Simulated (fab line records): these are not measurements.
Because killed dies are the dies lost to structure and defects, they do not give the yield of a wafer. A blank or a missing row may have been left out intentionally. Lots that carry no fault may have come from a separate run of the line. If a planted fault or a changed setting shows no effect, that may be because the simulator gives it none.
Matching of chambers | flow nand_harc | 3 sister chambers for NHARC_A_SGD_CUT_DEP_00 on pecvd-02
The step deposits SiNx, target thk 50 nm. 3 wafers are shown with their chamber, then 8 later ones without.

## WAFERS WITH THEIR CHAMBER
wafer  | chamber | heater_power_w (W)
L088.6 | 0       | 668
L089.5 | 1       | 730
L090.2 | 2       | 822

## WAFERS WITH NO CHAMBER GIVEN
wafer  | heater_power_w (W)
L090.5 | 619
L090.6 | 830
L093.4 | 713
L093.5 | 845
L093.6 | 639
L096.1 | 687
L096.4 | 653
L096.6 | 813

## WHICH CHAMBER EACH ONE RAN IN
wafer  | from the rows above     | in truth
L090.5 | 0                       | 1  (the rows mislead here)
L090.6 | 2                       | 2
L093.4 | can't be placed: 1 or 0 | 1
L093.5 | 2                       | 2
L093.6 | 0                       | 0
L096.1 | can't be placed: 0 or 1 | 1
L096.4 | 0                       | 0
L096.6 | 2                       | 2
Placed correctly: 5 of 8. Not placeable from these rows: 2 (in 2, the candidates include the true chamber). Wrongly placed: 1.
How it was worked out, from the rows above alone: a wafer's distance from a chamber is the root of the sum, over the readings, of the square of ((its reading less the chamber's mean) divided by the reading's scatter). If the next closest chamber is less than 2 further off than the closest, the wafer can't be placed; otherwise it belongs to the closest. A chamber's mean is the mean of its shown wafers. The scatter (one wafer shown for each chamber): square how far every hidden wafer sits from the nearest shown wafer, average those squares and take the square root.
